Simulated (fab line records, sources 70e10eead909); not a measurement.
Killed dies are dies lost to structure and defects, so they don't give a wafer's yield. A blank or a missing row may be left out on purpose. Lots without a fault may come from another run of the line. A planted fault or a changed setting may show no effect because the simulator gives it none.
Chamber matching | flow nand_harc | NHARC_A_CHANNEL_FILL_D2_CMP_10 on cmp-03: 4 sister chambers
The step polishes, target thk 150 nm. 16 wafers are shown with their chamber, then 8 later ones without.

WAFERS WITH THEIR CHAMBER
wafer  | chamber | motor_current_A (A) | time_to_endpoint_s (s)
L077.1 | 2       | 11.5                | 14.2
L077.4 | 1       | 12.0                | 11.9
L077.5 | 2       | 10.9                | 13.8
L078.4 | 0       | 9.3                 | 12.8
L078.5 | 3       | 10.3                | 12.4
L078.6 | 2       | 11.4                | 15.4
L080.3 | 2       | 11.2                | 14.2
L080.4 | 0       | 9.5                 | 11.0
L080.6 | 2       | 10.5                | 13.2
L082.1 | 1       | 11.2                | 15.1
L082.3 | 2       | 10.8                | 13.3
L082.5 | 2       | 11.7                | 13.2
L084.2 | 1       | 11.5                | 12.2
L084.3 | 3       | 11.0                | 10.6
L084.4 | 2       | 11.2                | 12.7
L085.1 | 3       | 10.9                | 14.6

SIGNATURES (means of the wafers above)
reading            | chamber 0 | chamber 1 | chamber 2 | chamber 3 | scatter within a chamber
motor_current_A    | 9.400     | 11.567    | 11.150    | 10.733    | 0.38
time_to_endpoint_s | 11.900    | 13.067    | 13.750    | 12.533    | 1.32
Rule: a wafer's distance from a chamber is the root of the sum, over the readings, of the square of ((its reading less the chamber's mean) divided by the reading's scatter). The wafer belongs to the nearest chamber; if the next one is less than 2 further off, it can't be placed. The scatter: the root of (the sum of the squares of (reading less its chamber's mean) over the shown wafers, divided by (wafers less chambers)).

WAFERS WITHOUT THEIR CHAMBER
wafer  | motor_current_A (A) | time_to_endpoint_s (s)
L085.2 | 10.1                | 18.7
L085.4 | 11.5                | 16.2
L087.1 | 9.9                 | 17.4
L087.5 | 10.8                | 18.4
L087.6 | 9.5                 | 17.8
L095.2 | 11.9                | 14.3
L095.4 | 9.9                 | 17.6
L095.6 | 11.0                | 14.7

WHICH CHAMBER EACH WENT THROUGH
wafer  | from the rows above               | in truth
L085.2 | can't be placed: 2 or 3 or 0 or 1 | 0
L085.4 | can't be placed: 2 or 1 or 3      | 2
L087.1 | can't be placed: 3 or 2 or 0 or 1 | 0
L087.5 | can't be placed: 2 or 3 or 1      | 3
L087.6 | can't be placed: 0 or 3 or 2      | 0
L095.2 | can't be placed: 1 or 2           | 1
L095.4 | can't be placed: 2 or 3 or 0 or 1 | 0
L095.6 | can't be placed: 2 or 3 or 1      | 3
Placed correctly: 0 of 8. Can't be placed from these rows: 8 (the true chamber is among the candidates in 8). Placed wrongly: 0.
